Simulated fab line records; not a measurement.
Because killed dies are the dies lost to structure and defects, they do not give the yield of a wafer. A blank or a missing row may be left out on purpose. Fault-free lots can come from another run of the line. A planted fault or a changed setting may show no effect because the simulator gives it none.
Lot-split experiment -- flow n5_finfet -- 7 lots, 21 wafers read, on a route of 1938 steps

== ON THE SPLIT ==
At N5_WELL_APT_PEB_06 (peb time 90 s), the setting peb_time_s was moved away from the recipe's 90 s on 7 of the 21 wafers read, by -21.8% to +14.6%. For the rest of the wafers, this setting stayed at what the recipe calls for.

== FROM THE SPLIT TO THE READING: what the file shows between them, 2 steps ==
- N5_WELL_APT_DEVELOP_07: develop time 45 s (also split here: develop_time_s)
- N5_WELL_APT_HARDBAKE_12: time 120 s

== THE READING ==
cd_nm at N5_WELL_APT_CD_MEAS_08, given in nm (cd target 200 nm). Fault-free wafers of this fab line usually give 200.5 nm, standard deviation 1.2 nm.

wafer,"tool, chamber at the split","peb_time_s as run, s",against the recipe,"cd_nm, nm",against lot-mates on the recipe
L078.1,"litho_track-02, 0",90,recipe,200.5,-
L078.2,"litho_track-02, 0",90,recipe,201.3,-
L078.6,"litho_track-02, 0",70.34,-21.8%,190.7,-10.2
L079.3,"litho_track-04, 0",103.1,+14.6%,205.3,+6.4
L079.4,"litho_track-04, 0",90,recipe,198.7,-
L079.5,"litho_track-04, 0",90,recipe,199.1,-
L087.3,"litho_track-04, 0",90,recipe,201.3,-
L087.4,"litho_track-04, 0",90,recipe,202.3,-
L087.6,"litho_track-04, 0",90,recipe,202.5,-
L088.4,"litho_track-05, 0",90,recipe,198.4,-
L088.5,"litho_track-05, 0",90,recipe,198.5,-
L088.6,"litho_track-05, 0",90,recipe,197.5,-
L091.1,"litho_track-05, 0",96.58,+7.3%,202.1,+2.9
L091.3,"litho_track-05, 0",96.58,+7.3%,204.0,+4.8
L091.4,"litho_track-05, 0",90,recipe,199.2,-
L093.1,"litho_track-04, 0",90,recipe,200.3,-
L093.3,"litho_track-04, 0",90,recipe,201.3,-
L093.4,"litho_track-04, 0",70.91,-21.2%,191.2,-9.6
L097.2,"litho_track-05, 0",95.93,+6.6%,200.9,+2.4
L097.4,"litho_track-05, 0",95.93,+6.6%,201.3,+2.8
L097.5,"litho_track-05, 0",90,recipe,198.5,-

THE FIT
A straight line over all 21 wafers: cd_nm changes by +0.395 nm for each +1% of peb_time_s; r = +0.92; the points scatter about the line by 1.4 nm.
The same after taking each lot's own level away (the mean of its wafers on the recipe; 21 wafers): +0.458 nm for each +1%; r = +0.99; scatter 0.52 nm.
The reading moves by 10 nm for the largest change in peb_time_s, on that fit.
From 198.13 to 202.03 nm: that is the span of the lots' own levels, equal to 3.3 times the standard deviation above.
In other words, the slope is changed by the lot-to-lot level; the two fits disagree.
Check: for one of the wafers moved furthest among these (-21.8%), held out of the fit, the line's prediction against its lot-mates is -9.88 nm. Against them it came out at -10.2 nm.

== FURTHER SPLITS ON THESE WAFERS ==
Note: prior to the reading, these wafers also went through further splits. Each is held against what the fit with the lots' levels taken away leaves over:
other split on the same wafers,wafers away from the commonest value,r with cd_nm (lot level and that fit taken away)
N5_WELL_APT_DEVELOP_07 develop_time_s,3,+0.29

== THE WHOLE CHAIN: every reading that the file lists as answering this split, in the file's order ==
step,what it does,reading,change (the file's fit),r (the file's)
N5_WELL_APT_CD_MEAS_08,target cd 200 nm,cd_nm,+0.457 nm for each +1% of the setting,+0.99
N5_WELL_APT_DESCUM_13,"chemistry O2, time 7.9 s","WELL_APT.cd_nm (the simulator's own value, which no gauge read)",+0.468 nm for each +1% of the setting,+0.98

== FILE'S OWN FIT ==
cd_nm changes by +0.457 nm for each +1% of peb_time_s, r = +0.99.
